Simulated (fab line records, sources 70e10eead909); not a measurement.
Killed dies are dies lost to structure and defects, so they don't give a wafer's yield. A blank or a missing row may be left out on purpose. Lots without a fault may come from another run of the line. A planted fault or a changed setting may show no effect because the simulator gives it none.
A struck lot beside a sound one | flow nand_harc | 17 steps out of a route of 1302
Sound: wafers L422.3, L422.4, L422.5. Struck: wafers L434.1, L434.5, L434.6. The cause comes at the end.
At each step with rows: each side's tool, then ch and its chambers, then its first start. Under that, the readings that differ: sound wafers | struck wafers | difference of the means | sigmas: that difference in standard deviations of wafers without a fault.
alike: readings whose means differ by less than 2 such deviations, and words and numbers that are the same on both sides. not compared: withheld readings, readings that some wafer has no value for, bounds like >300 that may hide the same value, and numbers for which the record gives no deviation and whose values overlap.
The two part at a step that has a row with sigmas, a row that says differs or no value, or rows on one side only. Numbers that don't overlap but have no deviation are shown without sigmas and don't part them. A reading that every wafer of one side lacks parts them only if that side has two wafers or more.

NHARC_P_ZERO_WELL_CD_MEAS_11: target cd 500 nm.
  sound on cd_sem-02 ch 0, day 2 17:08; struck on cd_sem-02 ch 0, day 7 17:14
  alike: cd_nm
then, 1 step without rows for these wafers: NHARC_P_ZERO_WELL_HARDBAKE_12 (time 65 s).
NHARC_P_ZERO_WELL_DESCUM_13: chemistry O2, time 3 s.
  sound on rie_diel-03 ch 1,2, day 2 17:19; struck on rie_diel-03 ch 2,3, day 7 17:24
  alike: drypump_motor_current_A, o2_flow_sccm, oes_product_au, rf_vpp_V, showerhead_plenum_p_Torr, throttle_valve_pct
  not compared: rf_hours_counter_h
NHARC_P_ZERO_WELL_ETCH_65: etches the open film in N2/H2, target depth 80 nm, overetch 24 nm, time 87.88 s.
  sound on rie_diel-03 ch 0,2,3, day 2 17:25; struck on rie_diel-03 ch 2,3, day 7 17:29
  alike: drypump_motor_current_A, oes_product_au, rf_vpp_V, showerhead_plenum_p_Torr, throttle_valve_pct
  not compared: rf_hours_counter_h
NHARC_P_ZERO_WELL_ETCH_62: etches the open film in CHF3/Ar, target depth 13 nm, time 6.5 s.
  sound on rie_diel-03 ch 1,2; struck on rie_diel-03 ch 1,2,3
  alike: drypump_motor_current_A, oes_product_au, rf_vpp_V, showerhead_plenum_p_Torr, throttle_valve_pct
  not compared: rf_hours_counter_h
NHARC_P_ZERO_WELL_ETCH_63: etches the open film in HBr/Cl2, target depth 120 nm, time 40.1 s.
  sound on rie_si-05 ch 0,2,3, day 2 17:37; struck on rie_si-04 ch 0,1, day 7 17:44
  alike: drypump_motor_current_A, oes_product_au, throttle_valve_pct
  not compared: rf_hours_counter_h
then, 6 steps without rows for these wafers: NHARC_P_ZERO_WELL_STRIP_15 (strips in SPM, time 900 s); NHARC_P_ZERO_WELL_DEHYDRATE_16 (time 120 s); NHARC_P_ZERO_WELL_HMDS_17 (time 30 s); NHARC_P_ZERO_WELL_COAT_18; NHARC_P_ZERO_WELL_SOFTBAKE_19 (time 95 s); NHARC_P_ZERO_WELL_EBR_20.
NHARC_P_ZERO_WELL_EXPOSE_21: exposes mask P NWELL, target cd 720 nm.
  sound on krf_scanner-03 ch 0, day 2 18:25; struck on krf_scanner-03 ch 0, day 7 18:29
  reading | sound                         | struck                        | difference | sigmas
  mask    | P_NWELL#0 P_NWELL#0 P_NWELL#0 | P_PWELL#0 P_PWELL#0 P_PWELL#0 | differs    |
then, 2 steps without rows for these wafers: NHARC_P_ZERO_WELL_PEB_22 (peb time 85 s); NHARC_P_ZERO_WELL_DEVELOP_23 (time 70 s).
NHARC_P_ZERO_WELL_CD_MEAS_24: target cd 720 nm.
  sound on cd_sem-03 ch 0, day 2 18:34; struck on cd_sem-02 ch 0, day 7 18:39
  reading    | sound             | struck | difference                    | sigmas
  cd_nm (nm) | 720.4 717.5 717.9 | - - -  | no value on the struck wafers |
then, 1 step without rows for these wafers: NHARC_P_ZERO_WELL_HARDBAKE_25 (time 80 s).

WHERE THEY PART
First at NHARC_P_ZERO_WELL_EXPOSE_21; last, within this record, at NHARC_P_ZERO_WELL_CD_MEAS_24.

WHY: what the simulator had put in
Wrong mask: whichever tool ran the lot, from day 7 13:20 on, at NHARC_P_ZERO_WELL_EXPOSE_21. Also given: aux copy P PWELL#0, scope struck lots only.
